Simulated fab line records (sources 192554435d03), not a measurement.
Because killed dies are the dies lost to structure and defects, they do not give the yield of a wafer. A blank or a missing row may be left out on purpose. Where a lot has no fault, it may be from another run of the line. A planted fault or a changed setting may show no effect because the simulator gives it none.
Lot-split experiment || flow n5 finfet || on a route of 1938 steps: 7 lots, 21 wafers read

== SPLIT DETAILS ==
At N5_BEOL_M7_TRENCH_ETCH_37 (etches SiCOH lowk in C4F6/O2, target depth 93.478 nm, time 31.2 s), the setting source w was moved away from the recipe's 345 W on 9 of the 21 wafers read, by -17.5% to +16.9%. The other wafers ran this setting at the recipe's value.

The split's own step is where the reading is taken.

== THE READING ==
rf vpp V, in V, at N5_BEOL_M7_TRENCH_ETCH_37 (etches SiCOH lowk in C4F6/O2, target depth 93.478 nm, time 31.2 s). Fault-free wafers of this fab line usually give 658 V, standard deviation 9.8 V.

{"wafer": "L075.1", "tool, chamber at the split": "rie diel-03, 2", "source w as run, W": 345, "against the recipe": "recipe", "rf vpp V, V": 654, "against lot-mates on the recipe": "-"}
{"wafer": "L075.3", "tool, chamber at the split": "rie diel-03, 3", "source w as run, W": 345, "against the recipe": "recipe", "rf vpp V, V": 656, "against lot-mates on the recipe": "-"}
{"wafer": "L075.6", "tool, chamber at the split": "rie diel-03, 2", "source w as run, W": 399.1, "against the recipe": "+15.7%", "rf vpp V, V": 608, "against lot-mates on the recipe": -47}
{"wafer": "L080.2", "tool, chamber at the split": "rie diel-02, 1", "source w as run, W": 345, "against the recipe": "recipe", "rf vpp V, V": 647, "against lot-mates on the recipe": "-"}
{"wafer": "L080.3", "tool, chamber at the split": "rie diel-02, 3", "source w as run, W": 345, "against the recipe": "recipe", "rf vpp V, V": 672, "against lot-mates on the recipe": "-"}
{"wafer": "L080.5", "tool, chamber at the split": "rie diel-02, 0", "source w as run, W": 403.3, "against the recipe": "+16.9%", "rf vpp V, V": 603, "against lot-mates on the recipe": -56}
{"wafer": "L085.3", "tool, chamber at the split": "rie diel-03, 3", "source w as run, W": 345, "against the recipe": "recipe", "rf vpp V, V": 655, "against lot-mates on the recipe": "-"}
{"wafer": "L085.5", "tool, chamber at the split": "rie diel-03, 2", "source w as run, W": 345, "against the recipe": "recipe", "rf vpp V, V": 654, "against lot-mates on the recipe": "-"}
{"wafer": "L085.6", "tool, chamber at the split": "rie diel-03, 3", "source w as run, W": 345, "against the recipe": "recipe", "rf vpp V, V": 655, "against lot-mates on the recipe": "-"}
{"wafer": "L084.1", "tool, chamber at the split": "rie diel-03, 1", "source w as run, W": 394, "against the recipe": "+14.2%", "rf vpp V, V": 609, "against lot-mates on the recipe": "no lot-mate on the recipe"}
{"wafer": "L084.5", "tool, chamber at the split": "rie diel-03, 3", "source w as run, W": 394, "against the recipe": "+14.2%", "rf vpp V, V": 612, "against lot-mates on the recipe": "no lot-mate on the recipe"}
{"wafer": "L084.6", "tool, chamber at the split": "rie diel-03, 0", "source w as run, W": 394, "against the recipe": "+14.2%", "rf vpp V, V": 621, "against lot-mates on the recipe": "no lot-mate on the recipe"}
{"wafer": "L089.2", "tool, chamber at the split": "rie diel-02, 1", "source w as run, W": 345, "against the recipe": "recipe", "rf vpp V, V": 646, "against lot-mates on the recipe": "-"}
{"wafer": "L089.5", "tool, chamber at the split": "rie diel-02, 2", "source w as run, W": 284.5, "against the recipe": "-17.5%", "rf vpp V, V": 728, "against lot-mates on the recipe": "+82"}
{"wafer": "L089.6", "tool, chamber at the split": "rie diel-02, 3", "source w as run, W": 284.5, "against the recipe": "-17.5%", "rf vpp V, V": 744, "against lot-mates on the recipe": "+98"}
{"wafer": "L094.1", "tool, chamber at the split": "rie diel-01, 0", "source w as run, W": 345, "against the recipe": "recipe", "rf vpp V, V": 651, "against lot-mates on the recipe": "-"}
{"wafer": "L094.2", "tool, chamber at the split": "rie diel-01, 3", "source w as run, W": 319.9, "against the recipe": "-7.3%", "rf vpp V, V": 707, "against lot-mates on the recipe": "+56"}
{"wafer": "L094.4", "tool, chamber at the split": "rie diel-01, 2", "source w as run, W": 319.9, "against the recipe": "-7.3%", "rf vpp V, V": 693, "against lot-mates on the recipe": "+42"}
{"wafer": "L096.1", "tool, chamber at the split": "rie diel-03, 3", "source w as run, W": 345, "against the recipe": "recipe", "rf vpp V, V": 656, "against lot-mates on the recipe": "-"}
{"wafer": "L096.3", "tool, chamber at the split": "rie diel-03, 2", "source w as run, W": 345, "against the recipe": "recipe", "rf vpp V, V": 654, "against lot-mates on the recipe": "-"}
{"wafer": "L096.6", "tool, chamber at the split": "rie diel-03, 2", "source w as run, W": 345, "against the recipe": "recipe", "rf vpp V, V": 652, "against lot-mates on the recipe": "-"}

THE FIT
A straight line over all 21 wafers: rf vpp V changes by -3.77 V for each +1% of source w; r = -0.96; the points scatter about the line by 10 V.
The same after taking each lot's own level away (the mean of its wafers on the recipe; 18 wafers): -4.36 V for each +1%; r = -0.97; scatter 10 V.
Per that fit: largest source w move, reading shift of 77 V.
The span of the lots' own levels, 646.0 to 659.5 V, comes to 1.4 times the standard deviation stated above.
Hence the slope depends on the lot-to-lot level, as the two fits are not the same.
Check: for one of the wafers moved furthest among these (-17.5%), held out of the fit, the line's prediction against its lot-mates is +82.1 V. Against them it came out at +82 V.
Tool readings at the split's step, against how far the setting was moved: rf vpp V r = -0.96.

== OTHER SPLITS APPLIED TO THESE WAFERS ==
These wafers also went through other splits before the reading. Each is held against what the fit with the lots' levels taken away leaves over:
{"other split on the same wafers": "N5_BEOL_M6_EXPOSE_08 dose mj", "wafers away from the commonest value": 10, "r with rf vpp V (lot level and that fit taken away)": "+0.37"}
{"other split on the same wafers": "N5_BEOL_M6_ETCH_62 bias w", "wafers away from the commonest value": 7, "r with rf vpp V (lot level and that fit taken away)": -0.07}
{"other split on the same wafers": "N5_BEOL_M6_TRENCH_ETCH_37 bias w", "wafers away from the commonest value": 8, "r with rf vpp V (lot level and that fit taken away)": -0.39}
{"other split on the same wafers": "N5_BEOL_M7_VIA_ETCH_34 source w", "wafers away from the commonest value": 9, "r with rf vpp V (lot level and that fit taken away)": -0.27}

== THE FILE'S OWN FIT ==
rf vpp V changes by -4.04 V for each +1% of source w, r = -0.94.
